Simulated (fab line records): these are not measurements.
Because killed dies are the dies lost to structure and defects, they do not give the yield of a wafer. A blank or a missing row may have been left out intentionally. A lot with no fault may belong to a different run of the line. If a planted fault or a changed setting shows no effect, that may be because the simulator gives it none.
Matching of chambers + flow n5 finfet + 4 sister chambers for N5_FIN_SAQP_ETCH_52 on rie diel-01
The step etches SOC in N2/H2, target depth 100 nm, overetch 20 nm, time 150 s. 14 wafers are shown with their chamber, then 7 later ones without.

EACH WAFER AND ITS CHAMBER
| wafer  | chamber | drypump motor current A (A) | throttle valve pct (%) | showerhead plenum p Torr (Torr) |
|--------|---------|-----------------------------|------------------------|---------------------------------|
| L076.3 | 3       | 5.2                         | 18.01                  | 2.54                            |
| L076.5 | 0       | 4.9                         | 17.80                  | 2.48                            |
| L076.6 | 3       | 5.2                         | 18.01                  | 2.54                            |
| L081.3 | 0       | 4.9                         | 17.82                  | 2.48                            |
| L081.5 | 1       | 5.1                         | 17.73                  | 2.56                            |
| L081.6 | 0       | 4.9                         | 17.81                  | 2.48                            |
| L082.4 | 1       | 5.1                         | 17.75                  | 2.56                            |
| L082.5 | 0       | 4.9                         | 17.82                  | 2.48                            |
| L082.6 | 1       | 5.1                         | 17.74                  | 2.56                            |
| L083.4 | 1       | 5.1                         | 17.74                  | 2.56                            |
| L083.5 | 3       | 5.3                         | 18.03                  | 2.53                            |
| L083.6 | 2       | 6.5                         | 17.19                  | 2.58                            |
| L086.1 | 3       | 5.2                         | 18.03                  | 2.53                            |
| L086.3 | 0       | 4.9                         | 17.84                  | 2.47                            |

SIGNATURES (averages over the wafers above)
| reading                  | chamber 0 | chamber 1 | chamber 2 | chamber 3 | scatter within a chamber |
|--------------------------|-----------|-----------|-----------|-----------|--------------------------|
| drypump motor current A  | 4.900     | 5.100     | 6.500     | 5.225     | 0.0274                   |
| throttle valve pct       | 17.8180   | 17.7400   | 17.1900   | 18.0200   | 0.0122                   |
| showerhead plenum p Torr | 2.4780    | 2.5600    | 2.5800    | 2.5350    | 0.00424                  |
Rule: a wafer lies at a distance from a chamber equal to the root of the sum of squares, over the readings, of (its reading less the chamber's mean, divided by the reading's scatter). If the next closest chamber is less than 2 further off than the closest, the wafer can't be placed; otherwise it belongs to the closest. The scatter: the root of (the sum of the squares of (reading less its chamber's mean) over the shown wafers, divided by (wafers less chambers)).

WAFERS WITHOUT THEIR CHAMBER
| wafer  | drypump motor current A (A) | throttle valve pct (%) | showerhead plenum p Torr (Torr) |
|--------|-----------------------------|------------------------|---------------------------------|
| L086.5 | 5.3                         | 18.06                  | 2.53                            |
| L095.1 | 4.9                         | 17.87                  | 2.46                            |
| L095.4 | 5.2                         | 18.09                  | 2.52                            |
| L095.5 | 4.9                         | 17.87                  | 2.47                            |
| L096.1 | 6.4                         | 17.24                  | 2.57                            |
| L096.2 | 5.1                         | 17.78                  | 2.54                            |
| L096.5 | 4.9                         | 17.88                  | 2.46                            |

CHAMBER TAKEN BY EACH
| wafer  | from the rows above | in truth |
|--------|---------------------|----------|
| L086.5 | 3                   | 3        |
| L095.1 | 0                   | 0        |
| L095.4 | 3                   | 3        |
| L095.5 | 0                   | 0        |
| L096.1 | 2                   | 2        |
| L096.2 | 1                   | 1        |
| L096.5 | 0                   | 0        |
Placed correctly: 7 of 7. Not placeable from these rows: 0. Number placed wrongly: 0.
